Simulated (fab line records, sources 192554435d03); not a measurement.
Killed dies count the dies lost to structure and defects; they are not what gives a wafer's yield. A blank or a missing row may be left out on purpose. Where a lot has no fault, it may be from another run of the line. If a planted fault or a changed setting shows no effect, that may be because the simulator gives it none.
fab line records    flow n5_finfet    part 2 of 2: steps 5 to 6 of 6
record lots=23  wafers=69  last_day=17
route steps=1938 shown BEOL_M0@737 BEOL_M1@770
lots untouched by any fault: they come from a run of this same line in which no faults occurred
start_h: hours from the record's first day to the start of the lot's first wafer shown    wait_h: time in hours since the lot's previous step    " unchanged from the row above    L1.1+2: one row covering several wafers at once    - either no value or no given start    * or withheld: withheld    < > ~ a bound
route shown NAME@n: NAME is a module with steps in the file, n the number in the route of the first one    usual: mean/standard deviation of fault-free wafers    same: alike in all rows    chamber/n: place in a boat    sites: each site's reading    _std_site: standard deviation across them    _edge_site: outer sites' mean less inner sites'    radius_mm: how far each site lies from the wafer's centre    mask NAME#n: copy n    behind: the most recent tool/chamber to have shaped the wafer    hold: the reason the lot was held/the length of the hold in hours/how it ended    device: names the non-switching transistor (n, p or np)    end of line: tests of these same wafers at the route's end    for a step that has no rows: nothing shown but its recipe    killed: dies that structure and defects cost at the first sort, which is not the same as the wafer's yield    map: per-die view of a wafer (x killed, . not killed, _ where there is no die)
set.NAME: the run value of the setting; set.NAME@STEP: its run value at that earlier step    model.NAME: the simulator's own value behind a step, which no gauge read
the route's steps for a sample of lots (tables are steps, rows are wafers)
services: the hour from which a tool's chamber was out of use, counted from the record's first day as start_h (under 0 if before that day), plus the number of hours and why
## steps
# step N5_BEOL_M1_STRIP_36
# recipe chemistry=N2/H2  power_w=450  temp_c=40  pressure_mtorr=20  rf_frequency_hz=6e+07  overash_fraction=0.3  bias_power_w=7  h2_frac=0.5  n2_flow_sccm=200  h2_flow_sccm=200
# usual drypump_motor_current_A=5.86/0.25  oes_product_au=0.78/0.078  rf_vpp_V=59.1/1.4  showerhead_plenum_p_Torr=2.53/0.1  throttle_valve_pct=23.75/0.27
lot.wafer  tool         chamber  start_h  wait_h  drypump_motor_current_A  oes_product_au  rf_hours_counter_h  rf_vpp_V  showerhead_plenum_p_Torr  throttle_valve_pct
L074.1     rie_diel-04  2        125.14   0.0     5.61                     0.70            237                 58.0      2.39                      23.53
L074.4     "            1        "        "       6.03                     0.88            61                  60.6      2.49                      23.50
L074.6     "            1        "        "       6.05                     0.89            -                   59.9      2.49                      23.49
L075.1     rie_diel-05  2        137.11   0.0     5.81                     0.89            45                  62.3      2.70                      23.90
L075.2     "            0        "        "       5.84                     0.70            214                 59.5      2.51                      24.04
L075.4     "            3        "        "       6.01                     0.76            138                 59.6      2.43                      23.49
L076.1     rie_diel-04  0        138.13   0.0     5.51                     0.74            176                 58.4      2.41                      23.84
L076.3     "            1        "        "       6.03                     0.88            66                  61.6      2.48                      23.49
L076.5     "            2        "        "       5.64                     0.70            -                   59.1      2.39                      23.54
L077.2     rie_diel-03  2        142.76   0.0     5.66                     0.77            140                 62.6      2.63                      23.64
L077.3     "            3        "        "       5.79                     0.68            242                 57.9      2.39                      23.73
L077.4     "            1        "        "       5.56                     0.77            160                 56.6      2.44                      24.14
L078.1     rie_diel-03  3        143.13   0.0     5.77                     0.68            242                 59.1      2.39                      23.70
L078.3     "            2        "        "       5.68                     0.77            140                 56.2      2.63                      23.66
L078.5     "            1        "        "       5.60                     0.77            -                   59.9      2.44                      24.11
L079.1     rie_diel-03  2        152.83   0.0     5.75                     0.77            143                 57.1      2.63                      23.68
L079.2     "            1        "        "       5.61                     0.75            163                 62.7      2.44                      24.06
L079.4     "            3        "        "       5.80                     0.68            244                 59.4      2.39                      23.70
L080.2     rie_diel-03  2        163.61   0.0     5.70                     0.76            146                 58.9      2.63                      23.63
L080.4     "            3        "        "       5.76                     0.67            247                 59.1      2.39                      23.70
L080.5     "            3        "        "       5.77                     0.68            -                   58.9      2.39                      23.70
L082.1     rie_diel-03  0        172.17   0.0     6.29                     0.73            173                 59.7      2.53                      23.94
L082.4     "            1        "        "       5.58                     0.77            168                 59.8      2.44                      24.08
L082.6     "            0        "        "       6.28                     0.73            -                   58.1      2.53                      23.95
L083.2     rie_diel-05  3        176.02   0.0     6.00                     0.75            149                 59.5      2.43                      23.52
L083.4     "            0        "        "       5.82                     0.68            225                 56.7      2.51                      24.06
L083.6     "            2        "        "       5.79                     0.87            -                   59.8      2.70                      23.93
L084.1     rie_diel-04  1        188.00   0.0     6.01                     0.86            82                  59.3      2.48                      23.49
L084.2     "            2        "        "       5.63                     0.95            1                   61.4      2.71                      23.26
L084.3     "            0        "        "       5.59                     0.72            190                 59.8      2.41                      23.81
L085.2     rie_diel-05  2        198.35   0.0     5.82                     0.86            61                  59.6      2.70                      23.94
L085.3     "            3        "        "       5.99                     0.75            156                 59.1      2.43                      23.48
L085.6     "            2        "        "       5.83                     0.88            -                   59.6      2.70                      23.94
L087.1     rie_diel-05  3        200.58   0.0     6.03                     0.74            157                 58.8      2.43                      23.47
L087.2     "            1        "        "       5.67                     0.68            247                 59.6      2.50                      23.87
L087.5     "            2        "        "       5.81                     0.86            -                   55.1      2.69                      23.92
L086.3     rie_diel-04  2        201.02   0.0     5.64                     0.94            4                   60.5      2.70                      23.29
L086.4     "            1        "        "       6.00                     0.86            85                  58.7      2.47                      23.53
L086.6     "            2        "        "       5.61                     0.92            -                   57.5      2.71                      23.27
L088.3     rie_diel-03  2        207.06   0.0     5.72                     0.75            162                 59.4      2.62                      23.67
L088.4     "            1        "        "       5.60                     0.75            183                 59.8      2.43                      24.13
L088.6     "            3        "        "       5.80                     0.97            -                   58.6      2.71                      23.29
L089.1     rie_diel-05  0        213.40   0.0     5.82                     0.68            236                 57.9      2.50                      24.02
L089.3     "            3        "        "       6.01                     0.74            161                 58.4      2.42                      23.50
L089.4     "            3        "        "       6.00                     0.74            -                   59.6      2.42                      23.48
L090.2     rie_diel-04  0        223.09   0.0     5.59                     0.72            199                 57.4      2.40                      23.86
L090.5     "            0        "        "       5.53                     0.72            -                   58.6      2.40                      23.90
L090.6     "            3        "        "       6.22                     0.75            -                   60.3      2.53                      24.00
L091.1     rie_diel-04  1        229.75   0.0     6.03                     0.85            92                  58.2      2.47                      23.55
L091.4     "            2        "        "       5.60                     0.91            11                  57.3      2.70                      23.27
L091.5     "            2        "        "       5.62                     0.89            -                   61.9      2.70                      23.29
L092.1     rie_diel-03  0        232.17   0.0     6.31                     0.71            195                 60.4      2.52                      24.00
L092.2     "            2        "        "       5.72                     0.74            169                 57.1      2.62                      23.71
L092.5     "            0        "        "       6.27                     0.72            -                   58.9      2.52                      24.00
L093.1     rie_diel-04  1        236.14   0.0     6.04                     0.83            93                  59.1      2.47                      23.53
L093.3     "            0        "        "       5.54                     0.71            203                 58.3      2.40                      23.82
L093.4     "            3        "        "       6.21                     0.73            190                 58.4      2.53                      24.01
L095.1     rie_diel-04  1        247.19   0.0     6.02                     0.84            97                  59.9      2.47                      23.56
L095.2     "            2        "        "       5.61                     0.88            16                  59.5      2.70                      23.28
L095.3     "            3        "        "       6.20                     0.74            195                 59.3      2.53                      23.98
L094.2     rie_diel-03  0        255.99   0.0     6.28                     0.70            203                 58.4      2.51                      24.01
L094.3     "            3        "        "       5.79                     0.93            19                  60.6      2.70                      23.32
L094.6     "            1        "        "       5.59                     0.74            -                   59.7      2.43                      24.13
L096.1     rie_diel-04  2        260.07   0.0     5.57                     0.88            20                  59.1      2.70                      23.30
L096.4     "            1        "        "       6.02                     0.84            -                   60.2      2.47                      23.54
L096.5     "            2        "        "       5.60                     0.87            -                   58.1      2.70                      23.32
L097.2     rie_diel-04  2        261.72   0.0     5.60                     0.88            21                  60.7      2.70                      23.28
L097.4     "            3        "        "       6.24                     0.73            -                   58.2      2.53                      24.01
L097.5     "            1        "        "       6.03                     0.83            -                   59.5      2.47                      23.55
# step N5_BEOL_M1_ALD_84
# recipe material=TaN  target_thk_a=*  temp_c=275  ald_precursor_family=PDMAT  ald_co_reactant=NH3  pressure_torr=3  carrier_flow_sccm=1500  pulse_time_s=2  purge_time_s=3  co_reactant_purge_time_s=2  co_reactant_pulse_time_s=3  ald_cycles=30  precursor_vessel_temp_c=75  precursor_vessel_pressure_torr=26.25  precursor_vessel_carrier_sccm=1000
# usual heater_power_w=387/24
# same ald_cycles=30
lot.wafer  tool          chamber  start_h  wait_h  heater_power_w
L074.1     ald_metal-04  2        126.18   0.3     412
L074.4     "             1        "        "       375
L074.6     "             3        "        "       386
L075.1     ald_metal-01  3        137.83   0.0     401
L075.2     "             0        "        "       395
L075.4     "             3        "        "       395
L076.1     ald_metal-04  0        140.43   0.1     384
L076.3     "             3        "        "       376
L076.5     "             1        "        "       386
L077.2     ald_metal-04  2        143.42   0.0     406
L077.3     "             3        "        "       385
L077.4     "             1        "        "       381
L078.1     ald_metal-02  2        143.95   0.1     384
L078.3     "             0        "        "       389
L078.5     "             0        "        "       390
L079.1     ald_metal-02  0        153.52   0.0     390
L079.2     "             3        "        "       391
L079.4     "             2        "        "       389
L080.2     ald_metal-04  0        165.24   0.1     382
L080.4     "             2        "        "       420
L080.5     "             0        "        "       386
L082.1     ald_metal-04  0        173.32   0.1     391
L082.4     "             3        "        "       375
L082.6     "             1        "        "       373
L083.2     ald_metal-01  3        176.51   0.0     405
L083.4     "             1        "        "       324
L083.6     "             2        "        "       410
L084.1     ald_metal-04  1        188.82   0.1     379
L084.2     "             2        "        "       406
L084.3     "             3        "        "       372
L085.2     ald_metal-02  1        199.18   0.3     400
L085.3     "             2        "        "       395
L085.6     "             2        "        "       393
L087.1     ald_metal-04  2        201.29   0.0     421
L087.2     "             0        "        "       393
L087.5     "             1        "        "       376
L086.3     ald_metal-04  3        201.65   0.0     384
L086.4     "             2        "        "       410
L086.6     "             1        "        "       373
L088.3     ald_metal-02  1        208.41   0.1     403
L088.4     "             3        "        "       384
L088.6     "             2        "        "       379
L089.1     ald_metal-04  3        214.53   0.1     382
L089.3     "             2        "        "       419
L089.4     "             0        "        "       386
L090.2     ald_metal-01  2        223.62   0.1     398
L090.5     "             1        "        "       320
L090.6     "             2        "        "       412
L091.1     ald_metal-02  0        230.47   0.1     400
L091.4     "             3        "        "       394
L091.5     "             0        "        "       392
L092.1     ald_metal-04  2        232.76   0.0     415
L092.2     "             3        "        "       378
L092.5     "             2        "        "       411
L093.1     ald_metal-01  0        236.95   0.1     396
L093.3     "             1        "        "       325
L093.4     "             3        "        "       399
L095.1     ald_metal-01  1        248.03   0.1     322
L095.2     "             3        "        "       388
L095.3     "             2        "        "       403
L094.2     ald_metal-01  2        257.12   0.0     397
L094.3     "             1        "        "       328
L094.6     "             3        "        "       398
L096.1     ald_metal-04  2        261.07   0.0     424
L096.4     "             1        "        "       384
L096.5     "             2        "        "       423
L097.2     ald_metal-02  3        262.58   0.0     381
L097.4     "             1        "        "       407
L097.5     "             2        "        "       391
## services
tool            chamber  start_h  hours  kind
rie_diel-05     -        97.29    2.8    pm
ald_metal-01    0        104.37   4.3    repair
ald_metal-02    -        116.98   0.9    repair
ald_metal-04    -        130.95   8.7    pm
ald_metal-02    1        140.20   31.7   repair
pvd_sputter-02  -        153.89   1.6    repair
rie_diel-05     2        156.09   5.9    repair
rie_diel-03     -        158.81   0.4    repair
ald_metal-01    0        164.19   25.1   repair
rie_diel-03     3        173.66   -      clean
rie_diel-03     3        173.66   -      consumable_replace:focus_ring
rie_diel-03     3        173.66   -      consumable_replace:showerhead
rie_diel-03     3        173.66   21.4   scheduled_down
rie_diel-03     3        173.66   21.4   vent_cycle
ald_metal-04    2        203.07   3.3    repair
rie_diel-05     1        210.42   -      clean
rie_diel-05     1        210.42   -      consumable_replace:focus_ring
rie_diel-05     1        210.42   23.2   scheduled_down
rie_diel-05     1        210.42   23.2   vent_cycle
ald_metal-01    -        212.84   6.0    pm
rie_diel-04     -        234.11   1.7    repair
rie_diel-04     0        248.92   19.3   repair
rie_diel-05     0        250.22   -      clean
rie_diel-05     -        261.73   0.6    repair
